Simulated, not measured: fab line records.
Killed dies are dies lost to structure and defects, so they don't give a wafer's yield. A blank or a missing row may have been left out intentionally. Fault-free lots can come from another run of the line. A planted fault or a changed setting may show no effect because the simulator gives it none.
A struck lot beside a sound one	flow nandHarc	15 steps out of a route of 1302
Sound: these wafers, L745.2, L745.5, L745.6. Struck: wafer L760.1 (L760.2, L760.3, from the same lot, were not struck and are left out); the cause is given at the end.
Order at every step that has rows: each side's tool, ch and its chambers, its first start. Under that, the readings that differ: sound wafers	struck wafers	difference of the means	sigmas: that difference in standard deviations of wafers without a fault.
alike: readings whose means differ by less than 2 such deviations, and words and numbers that are the same on both sides. not compared: withheld readings, readings that some wafer has no value for, bounds like >300 that may hide the same value, and numbers for which the record gives no deviation and whose values overlap.
A row with sigmas, a row that says differs or no value, or rows on one side alone: a step with any of these is where the two part. When numbers do not overlap yet have no deviation, they are printed without sigmas and do not part them. A reading that every wafer of one side lacks parts them only if that side has two wafers or more.

first, 5 steps without rows for these wafers: NHARC_A_CONTACT_SOFTBAKE_03 (time 55 s); NHARC_A_CONTACT_EBR_04; NHARC_A_CONTACT_EXPOSE_05 (exposes mask A CC); NHARC_A_CONTACT_PEB_06 (peb time 65 s); NHARC_A_CONTACT_DEVELOP_07 (develop time 35 s).
NHARC_A_CONTACT_CD_MEAS_08 targets a cd of 200 nm.
  sound on cdSem-01 ch 0, day 22 21:17; struck on cdSem-02 ch 0, day 29 21:24
  alike: cdNm
NHARC_A_CONTACT_OVL_MEAS_09:
  sound on overlay-02, day 22 21:23; struck on overlay-02, day 29 21:29
  alike: overlayXNm, overlayYNm
NHARC_A_CONTACT_INSPECT_10:
  sound on defectInspect-01, day 22 21:25; struck on defectInspect-01, day 29 21:31
  alike: rawDefectCount
NHARC_A_CONTACT_DESCUM_13: chemistry O2, time 3 s.
  sound on rieDiel-02 ch 0,1,2, day 22 21:30; struck on rieDiel-02 ch 1, day 29 21:35
reading	sound	struck	difference	sigmas
throttleValvePct (%)	11.299 11.306 11.308	11.325	+0.021	+2
  alike: drypumpMotorCurrentA, o2FlowSccm, oesProductAu, rfVppV, showerheadPlenumPTorr
  not compared: rfHoursCounterH
NHARC_A_CONTACT_ETCH_88: etches the open film in CF4, target depth 39 nm, time 65 s.
  sound on rieDiel-02 ch 0,2,3, day 22 21:41; struck on rieDiel-02 ch 0, day 29 21:41
  alike: drypumpMotorCurrentA, oesProductAu, rfVppV, showerheadPlenumPTorr, throttleValvePct
  not compared: rfHoursCounterH
NHARC_A_CONTACT_ETCH_89: etches the open film in N2/H2, target depth 260 nm, time 475.3 s.
  sound: rieDiel-02 ch 1,2,3; struck: rieDiel-02 ch 0
  alike: drypumpMotorCurrentA, oesProductAu, rfVppV, showerheadPlenumPTorr, throttleValvePct
  not compared: rfHoursCounterH
NHARC_A_CONTACT_ETCH_30: etches the open film in CF4/CHF3, target depth 72.6 nm, time 36.3 s.
  sound: rieDiel-02 ch 2,3; struck: rieDiel-02 ch 2
  alike: chf3FlowSccm, drypumpMotorCurrentA, oesProductAu, rfVppV, showerheadPlenumPTorr, throttleValvePct
  not compared: rfHoursCounterH
NHARC_A_CONTACT_ETCH_31: etches the open film in O2/COS, target depth 2800 nm, time 728 s.
  sound on rieDiel-02 ch 0,2,3, day 22 22:20; struck on rieDiel-02 ch 0, day 29 22:17
reading	sound	struck	difference	sigmas
oesProductAu (a.u.)	0.981 0.985 0.992	0.854	-0.132	-12
  alike: drypumpMotorCurrentA, o2FlowSccm, rfVppV, showerheadPlenumPTorr, throttleValvePct
  not compared: rfHoursCounterH
NHARC_A_CONTACT_ETCH_134: etches the open film in C4F8/O2/Ar, time 140 s, target depth 700 nm.
  sound on harCapEtch-01 ch 0,1, day 22 22:45; struck on harCapEtch-02 ch 0, day 29 22:56
  not compared: rfHoursCounterH
-- the record jumps here: 2 days lie between the struck wafers' starts before and after (it left off in module A_CONTACT and takes up again in module END, whose first step shown is number 1302 of the route) --
NHARC_END_SORT_01:
  sound on prober-02 ch 0, day 24 20:25; struck on prober-01 ch 0, day 32 02:01
reading	sound	struck	difference	sigmas
killedAtArray	64 64 65	231	+167	+8
killedDies	66 66 68	235	+168	+8
  alike: killedAtOther, killedAtPeriphery, killedOpen, killedShort

WHERE THEY PART
Earliest at NHARC_A_CONTACT_DESCUM_13; latest, in this record, at NHARC_END_SORT_01.

WHY: whatever the simulator had introduced
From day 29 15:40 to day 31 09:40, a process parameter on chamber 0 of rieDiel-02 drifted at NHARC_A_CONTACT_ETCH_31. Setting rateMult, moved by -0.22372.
